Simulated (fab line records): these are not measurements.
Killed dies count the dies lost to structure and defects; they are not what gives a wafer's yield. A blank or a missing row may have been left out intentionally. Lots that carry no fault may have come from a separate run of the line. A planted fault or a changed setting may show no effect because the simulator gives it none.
fab line records ; flow n5_finfet
record lots=4; wafers=12; last_day=19
route steps=1938 shown BEOL_M4@1099 BEOL_M5@1112 MIM_BOT_ETCH@1867 PASSIVATION@1936
lots untouched by any fault: they come from a run of this same line in which no faults occurred
start_h: hours from the record's opening day to when the first of the lot's shown wafers began ; wait_h: hours since the lot's step before ; " identical to the entry in the row above ; L1.1+2: one row covering several wafers at once ; - value missing, or start not given ; * or withheld: withheld ; < > ~ a bound
route shown NAME@n: NAME is a module with steps in the file, n the number in the route of the first one ; usual: mean and standard deviation over wafers with no fault ; same: alike in all rows ; chamber/n: place in a boat ; sites: readings site by site ; _std_site: the values' standard deviation ; _edge_site: the outer-site mean with the inner-site mean subtracted ; radius_mm: for every site, how far away it sits from the centre of the wafer ; mask NAME#n: copy n ; behind: the tool/chamber that last shaped the wafer ; hold: cause of the lot's hold/its duration in hours/its outcome ; device: the transistor (n, p or np) that didn't switch ; end of line: tests of these same wafers at the route's end ; where a step has no rows: the recipe by itself ; killed: at the first sort, the dies lost to defects and structure; wafer yield is something else ; map: per-die view of a wafer (x killed, . not killed, _ where there is no die)
set.NAME: the setting as run; set.NAME@STEP: as run at that earlier step ; model.NAME: the simulator's own value behind a step, which no gauge read
certain route steps with their lots: each step a table, each wafer a row
services: a tool's chamber out of use, with start hour (start_h, from the record's first day; less than 0 if before it), hours out, and reason
## steps
# step N5_BEOL_M4_ANNEAL_95
# recipe temp_c=400; time_s=240; ambient=vacuum
# step N5_BEOL_M4_SPUTTER_96
# recipe material=Cu; target_thk_a=45; temp_c=-20; chamber_pressure_pa=0.07; power_w=withheld; time_s=8.29
# step N5_BEOL_M4_ECD_50
# recipe material=Cu; target_thk_a=3000
# step N5_BEOL_M4_ANNEAL_51
# recipe temp_c=225; time_s=90; ambient=N2
# step N5_BEOL_M4_CMP_52
# recipe stop_on=SiOC; t_overpolish_s=6.8; down_force_psi=1; platen_rpm=50; clearing_platen_down_force_psi=1.5; clearing_platen_rpm=50; post_cmp_clean=cu_alkaline; target_thk_nm=40; clearing_platen_pad_velocity_m_s=0.99484; pad_velocity_m_s=0.99484
# step N5_BEOL_M4_PRE_CLEAN_60
# recipe gas=NH3/H2; time_s=15; temp_c=*; rf_power_w=300
# step N5_BEOL_M4_CO_CAP_55
# recipe material=Co; target_thk_a=20; temp_c=200; precursor=CCTBA/H2; pressure_torr=30; time_s=102.1
# step N5_BEOL_M4_PRE_CLEAN_56
# recipe gas=NH3; time_s=15; temp_c=withheld; rf_power_w=300
# step N5_BEOL_M4_DEP_57
# recipe material=SiCN; target_thk_a=80; temp_c=withheld; precursor=3MS/NH3; pressure_torr=3; rf_w=202; time_s=14
# step N5_BEOL_M4_RC_MEAS_101
# usual DIBL_N=36.5/1.9; DIBL_P=36.4/2.2; IOFF_N=0.17/0.034; IOFF_P=0.21/0.036; ION_N=678/12; ION_P=462/7.1; SS_N=71.7/0.61; SS_P=73.4/0.71; VT_N=249/3.5; VT_P=-251/3
lot.wafer;tool;chamber;start_h;wait_h;DIBL_N[mV/V];DIBL_P[mV/V];IOFF_N[nA/um];IOFF_P[nA/um];ION_N[uA/um];ION_P[uA/um];SS_N[mV/dec];SS_P[mV/dec];VT_N[mV];VT_P[mV]
L382.2;prober-01;0;192.88;0.2;34.3;34.1;0.14;0.19;681;467;71.1;72.9;251;-249
L382.4;prober-01;0;192.88;0.2;36.2;36.3;0.18;0.21;689;469;70.6;73.3;246;-245
L382.6;prober-01;0;192.88;0.2;35.8;35.6;0.17;0.20;679;461;71.6;73.6;249;-247
L396.1;prober-01;0;307.10;0.0;33.9;34.5;0.13;0.16;677;457;71.3;73.2;256;-256
L396.2;prober-01;0;307.10;0.0;35.0;36.1;0.15;0.18;666;455;71.2;74.0;251;-254
L396.3;prober-01;0;307.10;0.0;30.1;30.3;0.09;0.12;664;455;70.3;71.6;258;-260
L398.4;prober-01;0;319.05;0.5;39.7;40.1;0.23;0.30;694;468;72.2;74.4;246;-245
L398.5;prober-01;0;319.05;0.5;36.0;35.4;0.16;0.21;690;459;71.7;73.3;250;-249
L398.6;prober-01;0;319.05;0.5;39.2;39.5;0.22;0.29;694;471;73.3;74.6;245;-248
L401.2;prober-01;0;347.86;0.2;34.2;32.5;0.13;0.18;671;463;71.7;73.3;252;-253
L401.4;prober-01;0;347.86;0.2;35.5;34.0;0.16;0.20;673;467;70.7;74.2;249;-252
L401.6;prober-01;0;347.86;0.2;35.3;33.4;0.15;0.18;683;462;71.6;73.3;251;-252
# step N5_BEOL_M5_ILD_DEP_00
# recipe material=SiCOH_lowk; target_thk_a=1406.4; temp_c=300; precursor=DEMS/porogen; pressure_torr=5; rf_w=500; time_s=25.9
# step N5_BEOL_M5_CURE_79
# recipe temp_c=385; time_s=240; ambient=He/Ar; material=SiCOH_lowk
# step N5_BEOL_M5_PECVD_70
# recipe material=SiO2; target_thk_a=160; temp_c=400; precursor=TEOS/O2; pressure_torr=5.5; rf_w=450; teos_flow_sccm=53.8; gas=O2; flow_sccm=3000; time_s=18
# step N5_BEOL_M5_HM_DEP_02
# recipe material=TiN; target_thk_a=200; temp_c=25; chamber_pressure_pa=0.49996
# step N5_BEOL_M5_COAT_59
# recipe resist=SOC; temp_c=250; time_s=60; spin_rpm=1500; resist_thk_nm=60
# step N5_BEOL_M5_COAT_60
# recipe resist=SiARC; temp_c=220; time_s=60; spin_rpm=1500; resist_thk_nm=12
# step N5_BEOL_M5_COAT_71
# recipe resist=underlayer; temp_c=205; time_s=60; spin_rpm=1500; resist_thk_nm=5
# step N5_BEOL_M5_COAT_05
# recipe resist=CAR-EUV; spin_rpm=1500; resist_thk_nm=30
# step N5_BEOL_M5_EBR_07
# recipe solvent=PGMEA; ebr_width_mm=1.5
# step N5_BEOL_M5_SOFTBAKE_06
# recipe temp_c=110; time_s=60; resist=CAR-EUV
# step N5_BEOL_M5_EXPOSE_08
# recipe mask_id=M5; na=0.33; source_shape=annular; sigma_inner=0.4; sigma_outer=0.8; polarization=unpolarized; target_cd_nm=28; dose_mj=35.75
# step N5_BEOL_M5_PEB_09
# recipe peb_temp_c=100; peb_time_s=60; resist=CAR-EUV
# step N5_BEOL_M5_DEVELOP_10
# recipe develop_time_s=30; developer=TMAH; resist=CAR-EUV; rinse_liquid=surfactant_rinse; dry=air_spin; dev_temp_c=23
# step N5_BEOL_M5_DESCUM_16
# recipe chemistry=O2; time_s=7; source_power_w=50; bias_power_w=20; pressure_mtorr=20; rf_frequency_hz=2.712e+07; temp_c=40; resist=CAR-EUV; o2_flow_sccm=225
# step N5_BEOL_M5_ETCH_72
# recipe chemistry=N2/H2; target=underlayer; target_depth_a=65; mask_material=CAR-EUV; time_s=5.2; ion_energy_ev=200; pressure_mtorr=30; source_w=840; bias_w=150; n2_flow_sccm=200; h2_flow_sccm=200; ends=cleared
# step N5_BEOL_M5_ETCH_61
# recipe chemistry=CF4; target=SiARC; target_depth_a=156; mask_material=CAR-EUV; time_s=26; ion_energy_ev=80; pressure_mtorr=40; source_w=545; bias_w=36; Ar_flow_sccm=100; cf4_flow_sccm=100; ends=cleared
# step N5_BEOL_M5_ETCH_62
# recipe chemistry=N2/H2; target=SOC; target_depth_a=750; overetch_a=150; mask_material=SiARC; temp_c=40; time_s=112.5; ion_energy_ev=200; pressure_mtorr=30; source_w=840; bias_w=150; n2_flow_sccm=200; h2_flow_sccm=200
# step N5_BEOL_M5_STRIP_63
# recipe chemistry=N2/H2; temp_c=40; n2_flow_sccm=200; h2_flow_sccm=200; rf_frequency_hz=6e+07
# step N5_BEOL_M5_STRIP_73
# recipe chemistry=N2/H2; temp_c=40; n2_flow_sccm=200; h2_flow_sccm=200; rf_frequency_hz=6e+07
# step N5_BEOL_M5_STRIP_64
# recipe chemistry=CF4; resist=SiARC; power_w=300; bias_power_w=75; pressure_mtorr=50; cf4_flow_sccm=150; rf_frequency_hz=6e+07
# step N5_BEOL_M5_HM_OPEN_17
# recipe chemistry=Cl2/BCl3; target_depth_a=200; overetch_a=60; target=TiN; mask_material=SOC; ion_energy_ev=150; pressure_mtorr=10; icp_w=1000; bias_w=126; Cl2_flow_sccm=53.25; bcl3_flow_sccm=21.75; Ar_flow_sccm=25
# step N5_BEOL_M5_STRIP_19
# recipe chemistry=O2; power_w=400; temp_c=40; pressure_mtorr=30; rf_frequency_hz=6e+07; bias_power_w=0; overash_fraction=0.2; o2_flow_sccm=225
# step N5_BEOL_M5_COAT_65
# recipe resist=SOC; temp_c=250; time_s=60; spin_rpm=1500; resist_thk_nm=60
# step N5_BEOL_M5_COAT_66
# recipe resist=SiARC; temp_c=220; time_s=60; spin_rpm=1500; resist_thk_nm=12
# step N5_MIM_BOT_ETCH_ETCH_03
# recipe chemistry=Cl2/BCl3; target_depth_a=120; pressure_mtorr=8; icp_w=800; bias_w=100; Cl2_flow_sccm=20; bcl3_flow_sccm=80
# usual bcl3_flow_sccm=79.98/0.21; bias_w=100.0/0.31; drypump_motor_current_A=5.5/0.51; oes_product_au=0.79/0.11; throttle_valve_pct=27.51/0.27
lot.wafer;tool;chamber;start_h;wait_h;bcl3_flow_sccm;bias_w;drypump_motor_current_A;oes_product_au;rf_hours_counter_h;throttle_valve_pct;model.coat_of_MIM_BOT_LITHO_COAT_02.thk_nm
L382.2;rie_metal-03;1;309.76;0.1;80.23;100.4;4.9;0.91;5;27.48;*
L382.4;rie_metal-03;1;309.76;0.1;80.10;99.9;4.9;0.91;-;27.47;*
L382.6;rie_metal-03;1;309.76;0.1;80.10;100.0;4.9;0.90;-;27.47;*
L396.1;rie_metal-03;1;416.25;0.1;-;-;-;-;-;-;*
L396.2;rie_metal-03;0;416.25;0.1;-;-;-;-;-;-;*
L396.3;rie_metal-03;0;416.25;0.1;-;-;-;-;-;-;*
L398.4;rie_metal-03;0;424.76;0.1;-;-;-;-;-;-;*
L398.5;rie_metal-03;0;424.76;0.1;-;-;-;-;-;-;*
L398.6;rie_metal-03;1;424.76;0.1;-;-;-;-;-;-;*
L401.2;rie_metal-01;1;456.18;0.1;80.34;99.8;5.8;0.78;47;27.64;*
L401.4;rie_metal-01;0;456.18;0.1;79.85;100.3;4.8;0.88;-;27.38;*
L401.6;rie_metal-01;0;456.18;0.1;79.89;99.4;4.8;0.88;-;27.40;*
# step N5_MIM_BOT_ETCH_ETCH_00
# recipe chemistry=Cl2/BCl3; target=TiN; target_depth_a=455; ion_energy_ev=150; pressure_mtorr=10; icp_w=1000; bias_w=126; Cl2_flow_sccm=53.25; bcl3_flow_sccm=21.75; Ar_flow_sccm=25
# usual bcl3_flow_sccm=21.75/0.06; bias_w=126.1/0.4; drypump_motor_current_A=5.5/0.51; oes_product_au=0.79/0.11; throttle_valve_pct=21.82/0.22
lot.wafer;tool;chamber;start_h;wait_h;bcl3_flow_sccm;bias_w;drypump_motor_current_A;oes_product_au;rf_hours_counter_h;throttle_valve_pct;model.coat_of_MIM_BOT_LITHO_COAT_02.thk_nm
L382.2;rie_metal-03;1;309.85;0.1;21.74;126.5;4.9;0.91;5;21.76;*
L382.4;rie_metal-03;1;309.85;0.1;21.85;125.8;4.9;0.89;-;21.78;*
L382.6;rie_metal-03;1;309.85;0.1;21.76;126.1;4.9;0.90;-;21.79;*
L396.1;rie_metal-03;1;416.34;0.1;21.78;125.6;4.9;0.85;14;21.80;*
L396.2;rie_metal-03;0;416.34;0.1;21.67;126.1;6.1;0.65;99;22.27;*
L396.3;rie_metal-03;0;416.34;0.1;21.68;125.7;6.1;0.65;-;22.28;*
L398.4;rie_metal-03;0;424.86;0.1;21.75;125.4;6.1;0.65;-;22.27;*
L398.5;rie_metal-03;0;424.86;0.1;21.81;126.0;6.1;0.65;-;22.27;*
L398.6;rie_metal-03;1;424.86;0.1;21.72;126.4;4.9;0.84;-;21.81;*
L401.2;rie_metal-01;1;456.27;0.1;21.68;127.0;5.8;0.78;47;21.83;*
L401.4;rie_metal-01;0;456.27;0.1;21.76;127.0;4.8;0.87;-;21.67;*
L401.6;rie_metal-01;0;456.27;0.1;21.74;126.4;4.8;0.88;-;21.65;*
# step N5_PASSIVATION_PROBE_49
# usual defect_limited_yield=91.0/1.5; killed_at_M0_to_M3=35/11; killed_at_M4_up=13/5; killed_at_contacts=12/5.9; killed_at_front_end=42/13; killed_at_other=3/3.2; killed_dies=106/18; killed_on_rim=14/4.2; killed_open=69/13; killed_short=35/8.9; sort_bin_5_function=5.2/0.95; sort_bin_6_memory=3.3/0.71; sort_bin_8_speed=0.00/0.016; sort_n_pass=1074/18; sort_yield_pct=91.0/1.5
# same gross_dies=1180; killed_at_back_side=0; sort_bin_4_leakage[%]=0
lot.wafer;tool;chamber;start_h;wait_h;defect_limited_yield[%];killed_at_M0_to_M3;killed_at_M4_up;killed_at_contacts;killed_at_front_end;killed_at_other;killed_dies;killed_on_rim;killed_open;killed_short;sort_bin_5_function[%];sort_bin_6_memory[%];sort_bin_8_speed[%];sort_n_pass;sort_yield_pct[%]
L396.1;prober-01;-;425.28;0.0;0;31;15;8;45;1081;1180;152;63;39;96.6;2.6;0;0;0
L396.2;prober-01;-;425.33;0.1;0;19;12;6;27;1116;1180;152;41;25;97.9;1.9;0;0;0
L396.3;prober-01;-;425.38;0.1;0;14;6;14;27;1119;1180;152;51;15;97.9;2.0;0;0;0
L398.4;prober-02;-;434.28;0.2;0;31;19;7;47;1076;1180;152;84;36;95.7;4.1;0;0;0
L398.5;prober-02;-;434.33;0.2;0;26;13;7;41;1093;1180;152;77;22;96.5;3.3;0;0;0
L398.6;prober-02;-;434.38;0.3;0;25;19;2;34;1100;1180;152;50;35;97.5;2.0;0;0;0
# killed by level:class
L396.1 MIM_BOT_ETCH:area_etch=1078 FIN_SAQP:geometric_particle:short=13 BEOL_M3:geometric_particle:open=8 BEOL_M1:geometric_particle:open=7 BEOL_M2:geometric_particle:open=7 MOL_CONTACT_COAG:geometric_particle:open=6 BEOL_M5:geometric_particle:open=5 GATE_CUT:geometric_particle:short=4
L396.2 MIM_BOT_ETCH:area_etch=1113 FIN_SAQP:geometric_particle:short=7 BEOL_M2:geometric_particle:open=7 MOL_CONTACT_COAG:geometric_particle:open=6 STARTING-WAFER:geometric_particle:short=5 STI_FIN_REVEAL:geometric_particle:open=4 BEOL_M3:geometric_particle:open=4 BEOL_M4:geometric_particle:open=4
L396.3 MIM_BOT_ETCH:area_etch=1114 MOL_CONTACT_COAG:geometric_particle:open=14 FIN_SAQP:geometric_particle:short=7 FIN_SAQP:geometric_particle:open=5 BEOL_M3:geometric_particle:open=4 STI_FIN_REVEAL:geometric_particle:open=3 GATE_CUT:geometric_particle:open=3 BEOL_M2:geometric_particle:open=3
L398.4 MIM_BOT_ETCH:area_etch=1060 BEOL_M0_SAQP:geometric_particle:open=12 BEOL_M4:geometric_particle:open=11 STI_FIN_REVEAL:geometric_particle:open=10 FIN_SAQP:geometric_particle:open=9 BEOL_M0_SAQP:geometric_particle:short=7 GATE_CUT:geometric_particle:short=6 PASS1_CAP:geometric_particle:open=6
L398.5 MIM_BOT_ETCH:area_etch=1081 FIN_SAQP:geometric_particle:open=19 BEOL_M4:geometric_particle:open=9 BEOL_M0_SAQP:geometric_particle:open=8 MOL_CONTACT_COAG:geometric_particle:open=7 BEOL_M3:geometric_particle:open=6 GATE_CUT:geometric_particle:open=5 BEOL_M0_SAQP:geometric_particle:short=5
L398.6 MIM_BOT_ETCH:area_etch=1095 BEOL_M4:geometric_particle:open=10 GATE_CUT:geometric_particle:short=9 STI_FIN_REVEAL:geometric_particle:open=8 FIN_SAQP:geometric_particle:open=5 BEOL_M0_SAQP:geometric_particle:short=5 BEOL_M0_SAQP:geometric_particle:open=4 BEOL_M0:geometric_particle:open=4
# map L396.1 (x killed, . not)
_________________xxxxxxxxxxxx________________
______________xxxxxxxxxxxxxxxxxx_____________
___________xxxxxxxxxxxxxxxxxxxxxxxx__________
__________xxxxxxxxxxxxxxxxxxxxxxxxxx_________
________xxxxxxxxxxxxxxxxxxxxxxxxxxxxxx_______
_______xxxxxxxxxxxxxxxxxxxxxxxxxxxxxxxx______
______xxxxxxxxxxxxxxxxxxxxxxxxxxxxxxxxxx_____
_____xxxxxxxxxxxxxxxxxxxxxxxxxxxxxxxxxxxx____
____xxxxxxxxxxxxxxxxxxxxxxxxxxxxxxxxxxxxxx___
___xxxxxxxxxxxxxxxxxxxxxxxxxxxxxxxxxxxxxxxx__
___xxxxxxxxxxxxxxxxxxxxxxxxxxxxxxxxxxxxxxxx__
__xxxxxxxxxxxxxxxxxxxxxxxxxxxxxxxxxxxxxxxxxx_
__xxxxxxxxxxxxxxxxxxxxxxxxxxxxxxxxxxxxxxxxxx_
_xxxxxxxxxxxxxxxxxxxxxxxxxxxxxxxxxxxxxxxxxxxx
_xxxxxxxxxxxxxxxxxxxxxxxxxxxxxxxxxxxxxxxxxxxx
_xxxxxxxxxxxxxxxxxxxxxxxxxxxxxxxxxxxxxxxxxxxx
_xxxxxxxxxxxxxxxxxxxxxxxxxxxxxxxxxxxxxxxxxxxx
_xxxxxxxxxxxxxxxxxxxxxxxxxxxxxxxxxxxxxxxxxxxx
_xxxxxxxxxxxxxxxxxxxxxxxxxxxxxxxxxxxxxxxxxxxx
_xxxxxxxxxxxxxxxxxxxxxxxxxxxxxxxxxxxxxxxxxxxx
_xxxxxxxxxxxxxxxxxxxxxxxxxxxxxxxxxxxxxxxxxxxx
__xxxxxxxxxxxxxxxxxxxxxxxxxxxxxxxxxxxxxxxxxx_
__xxxxxxxxxxxxxxxxxxxxxxxxxxxxxxxxxxxxxxxxxx_
___xxxxxxxxxxxxxxxxxxxxxxxxxxxxxxxxxxxxxxxx__
___xxxxxxxxxxxxxxxxxxxxxxxxxxxxxxxxxxxxxxxx__
____xxxxxxxxxxxxxxxxxxxxxxxxxxxxxxxxxxxxxx___
_____xxxxxxxxxxxxxxxxxxxxxxxxxxxxxxxxxxxx____
______xxxxxxxxxxxxxxxxxxxxxxxxxxxxxxxxxx_____
_______xxxxxxxxxxxxxxxxxxxxxxxxxxxxxxxx______
________xxxxxxxxxxxxxxxxxxxxxxxxxxxxxx_______
__________xxxxxxxxxxxxxxxxxxxxxxxxxx_________
___________xxxxxxxxxxxxxxxxxxxxxxxx__________
______________xxxxxxxxxxxxxxxxxx_____________
_________________xxxxxxxxxxxx________________
# map L398.4 (x killed, . not)
_________________xxxxxxxxxxxx________________
______________xxxxxxxxxxxxxxxxxx_____________
___________xxxxxxxxxxxxxxxxxxxxxxxx__________
__________xxxxxxxxxxxxxxxxxxxxxxxxxx_________
________xxxxxxxxxxxxxxxxxxxxxxxxxxxxxx_______
_______xxxxxxxxxxxxxxxxxxxxxxxxxxxxxxxx______
______xxxxxxxxxxxxxxxxxxxxxxxxxxxxxxxxxx_____
_____xxxxxxxxxxxxxxxxxxxxxxxxxxxxxxxxxxxx____
____xxxxxxxxxxxxxxxxxxxxxxxxxxxxxxxxxxxxxx___
___xxxxxxxxxxxxxxxxxxxxxxxxxxxxxxxxxxxxxxxx__
___xxxxxxxxxxxxxxxxxxxxxxxxxxxxxxxxxxxxxxxx__
__xxxxxxxxxxxxxxxxxxxxxxxxxxxxxxxxxxxxxxxxxx_
__xxxxxxxxxxxxxxxxxxxxxxxxxxxxxxxxxxxxxxxxxx_
_xxxxxxxxxxxxxxxxxxxxxxxxxxxxxxxxxxxxxxxxxxxx
_xxxxxxxxxxxxxxxxxxxxxxxxxxxxxxxxxxxxxxxxxxxx
_xxxxxxxxxxxxxxxxxxxxxxxxxxxxxxxxxxxxxxxxxxxx
_xxxxxxxxxxxxxxxxxxxxxxxxxxxxxxxxxxxxxxxxxxxx
_xxxxxxxxxxxxxxxxxxxxxxxxxxxxxxxxxxxxxxxxxxxx
_xxxxxxxxxxxxxxxxxxxxxxxxxxxxxxxxxxxxxxxxxxxx
_xxxxxxxxxxxxxxxxxxxxxxxxxxxxxxxxxxxxxxxxxxxx
_xxxxxxxxxxxxxxxxxxxxxxxxxxxxxxxxxxxxxxxxxxxx
__xxxxxxxxxxxxxxxxxxxxxxxxxxxxxxxxxxxxxxxxxx_
__xxxxxxxxxxxxxxxxxxxxxxxxxxxxxxxxxxxxxxxxxx_
___xxxxxxxxxxxxxxxxxxxxxxxxxxxxxxxxxxxxxxxx__
___xxxxxxxxxxxxxxxxxxxxxxxxxxxxxxxxxxxxxxxx__
____xxxxxxxxxxxxxxxxxxxxxxxxxxxxxxxxxxxxxx___
_____xxxxxxxxxxxxxxxxxxxxxxxxxxxxxxxxxxxx____
______xxxxxxxxxxxxxxxxxxxxxxxxxxxxxxxxxx_____
_______xxxxxxxxxxxxxxxxxxxxxxxxxxxxxxxx______
________xxxxxxxxxxxxxxxxxxxxxxxxxxxxxx_______
__________xxxxxxxxxxxxxxxxxxxxxxxxxx_________
___________xxxxxxxxxxxxxxxxxxxxxxxx__________
______________xxxxxxxxxxxxxxxxxx_____________
_________________xxxxxxxxxxxx________________
## services
tool;chamber;start_h;hours;kind
rie_metal-01;-;288.34;0.1;repair
rie_metal-03;0;299.21;7.3;repair
rie_metal-03;1;346.76;4.3;repair
rie_metal-03;0;431.63;-;clean
rie_metal-03;0;431.63;18.4;scheduled_down
rie_metal-03;0;431.63;18.4;vent_cycle
## key
first_sign step=N5_MIM_BOT_ETCH_ETCH_03; reading=tool_record; direction=missing
effect step=N5_PASSIVATION_PROBE_49; reading=killed_at_other; direction=up; sigmas=99+; usual=3; struck=1098
model_effect step=N5_MIM_BOT_ETCH_ETCH_03; value=coat_of_MIM_BOT_LITHO_COAT_02.thk_nm; without=*; struck=*
model_effect step=N5_MIM_BOT_ETCH_ETCH_00; value=coat_of_MIM_BOT_LITHO_COAT_02.thk_nm; without=*; struck=*
more_kills_born_at N5_MIM_BOT_ETCH_ETCH_03@rie_metal-03=6541
met_at N5_MIM_BOT_ETCH_ETCH_03
struck_wafers L396.1,L396.2,L396.3,L398.4,L398.5,L398.6
later_rows_left_out L396.1,L396.2,L396.3,L398.4,L398.5,L398.6
onset_between 309.76 416.25
fault kind=skipped_step_whole; tool=rie_metal-03; chamber=-; onset_h=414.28; steps=N5_MIM_BOT_ETCH_ETCH_03; scope=struck_lots_only
# later_rows_left_out: the simulator's readings of these wafers behind a module that went badly wrong aren't trusted and aren't shown, but for the sort
